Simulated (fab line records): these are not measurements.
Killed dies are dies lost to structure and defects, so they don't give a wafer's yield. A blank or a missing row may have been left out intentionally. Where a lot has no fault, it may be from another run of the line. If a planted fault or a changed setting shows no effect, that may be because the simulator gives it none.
Which of the tools did it? / flow n5Finfet / Sampling: 7 lots, 19 wafers, 5 of 1938 route steps

## WHAT THE GAUGES READ, wafer by wafer
N5_BEOL_M8_OCD_MEAS_38.
lot=L661; measured=day 11 05:02; on=ocd-02; trenchDepthNm (nm)=94.4 93.8 91.3
lot=L663; measured=day 11 05:01; on=ocd-01; trenchDepthNm (nm)=93.1 92.9 94.3
lot=L662; measured=day 11 04:36; on=ocd-02; trenchDepthNm (nm)=93.5 91.9 95.4
lot=L668; measured=day 13 04:34; on=ocd-01; trenchDepthNm (nm)=81.6 96.0 81.4
lot=L672; measured=day 13 11:47; on=ocd-02; trenchDepthNm (nm)=95.9 92.9 93.8
lot=L673; measured=day 14 00:19; on=ocd-01; trenchDepthNm (nm)=94.1 91.6
lot=L676; measured=day 14 06:53; on=ocd-02; trenchDepthNm (nm)=95.3 93.8

## WHAT TOOL EACH LOT RAN ON (gives the tool, then ch and the chambers of the sampled wafers, and finally the start)
lot=L661; N5_BEOL_M8_HM_OPEN_17=rieMetal-01 ch 0,1, day 11 02:20; N5_BEOL_M8_DESCUM_33=rieDiel-06 ch 0,2, day 11 04:37; N5_BEOL_M8_STRIP_36=rieDiel-06 ch 0,2, day 11 04:50; N5_BEOL_M8_TRENCH_ETCH_37=rieDiel-06 ch 0,2, day 11 04:53
lot=L663; N5_BEOL_M8_HM_OPEN_17=rieMetal-03 ch 0,1, day 11 02:37; N5_BEOL_M8_DESCUM_33=rieDiel-01 ch 0,2,3, day 11 04:35; N5_BEOL_M8_STRIP_36=rieDiel-01 ch 0,2,3, day 11 04:49; N5_BEOL_M8_TRENCH_ETCH_37=rieDiel-01 ch 0,2,3, day 11 04:52
lot=L662; N5_BEOL_M8_HM_OPEN_17=rieMetal-03 ch 0,1, day 11 02:55; N5_BEOL_M8_DESCUM_33=rieDiel-06 ch 0,1,3, day 11 04:10; N5_BEOL_M8_STRIP_36=rieDiel-06 ch 0,1,3, day 11 04:24; N5_BEOL_M8_TRENCH_ETCH_37=rieDiel-06 ch 0,1,3, day 11 04:26
lot=L668; N5_BEOL_M8_HM_OPEN_17=rieMetal-03 ch 1, day 13 01:59; N5_BEOL_M8_DESCUM_33=rieDiel-06 ch 0,3, day 13 04:08; N5_BEOL_M8_STRIP_36=rieDiel-06 ch 0,3, day 13 04:22; N5_BEOL_M8_TRENCH_ETCH_37=rieDiel-06 ch 0,3, day 13 04:24
lot=L672; N5_BEOL_M8_HM_OPEN_17=rieMetal-01 ch 0,1, day 13 10:19; N5_BEOL_M8_DESCUM_33=rieDiel-01 ch 0,1,2, day 13 11:21; N5_BEOL_M8_STRIP_36=rieDiel-01 ch 0,1,2, day 13 11:35; N5_BEOL_M8_TRENCH_ETCH_37=rieDiel-01 ch 0,1,2, day 13 11:37
lot=L673; N5_BEOL_M8_HM_OPEN_17=rieMetal-02 ch 0,1, day 13 22:37; N5_BEOL_M8_DESCUM_33=rieDiel-01 ch 0,3, day 13 23:53; N5_BEOL_M8_STRIP_36=rieDiel-01 ch 0,3, day 14 00:07; N5_BEOL_M8_TRENCH_ETCH_37=rieDiel-01 ch 0,3, day 14 00:09
lot=L676; N5_BEOL_M8_HM_OPEN_17=rieMetal-02 ch 0, day 14 05:25; N5_BEOL_M8_DESCUM_33=rieDiel-05 ch 1,2, day 14 06:27; N5_BEOL_M8_STRIP_36=rieDiel-05 ch 1,2, day 14 06:41; N5_BEOL_M8_TRENCH_ETCH_37=rieDiel-05 ch 1,2, day 14 06:43
- N5_BEOL_M8_HM_OPEN_17: chemistry Cl2/BCl3, target TiN, target depth 20 nm, overetch 6 nm.
- N5_BEOL_M8_DESCUM_33: chemistry O2, time 7 s.
- N5_BEOL_M8_STRIP_36: strips in N2/H2.
- N5_BEOL_M8_TRENCH_ETCH_37: etches SiCOH lowk in C4F6/O2, target depth 93.478 nm, time 31.2 s.

## THE ANSWER, worked out from the rows above alone
Rule: usual is defined by the lots themselves. The widest of any qualifying gaps counts: lots, ordered by their means at a reading, are off when they make up no more than a third of the lots, leave a main group of 4 or more, and stand apart from it by 3 or more times the standard deviation of that group's means. A main group whose means are all the same, to the digits that the tables above print for the reading, isn't used. A lot without any number at a reading at which 4 lots or more have one is off too. Where the step has rows for the other lots, those lots are counted as sound.
Off: L668, at N5_BEOL_M8_OCD_MEAS_38 (trenchDepthNm). The main group has a mean of 93.6 nm with a standard deviation of 0.58.
A tool fits if, at a process step before that reading, it ran every lot that is off, and no sound lot after the first of them. The gauges at N5_BEOL_M8_OCD_MEAS_38 are tried like those tools. Undecided on this evidence; 2 tools fit (rieMetal-03 at N5_BEOL_M8_HM_OPEN_17, rieDiel-06 at N5_BEOL_M8_DESCUM_33 and N5_BEOL_M8_STRIP_36 and N5_BEOL_M8_TRENCH_ETCH_37).

## WHAT HAD BEEN PUT IN BY THE SIMULATOR
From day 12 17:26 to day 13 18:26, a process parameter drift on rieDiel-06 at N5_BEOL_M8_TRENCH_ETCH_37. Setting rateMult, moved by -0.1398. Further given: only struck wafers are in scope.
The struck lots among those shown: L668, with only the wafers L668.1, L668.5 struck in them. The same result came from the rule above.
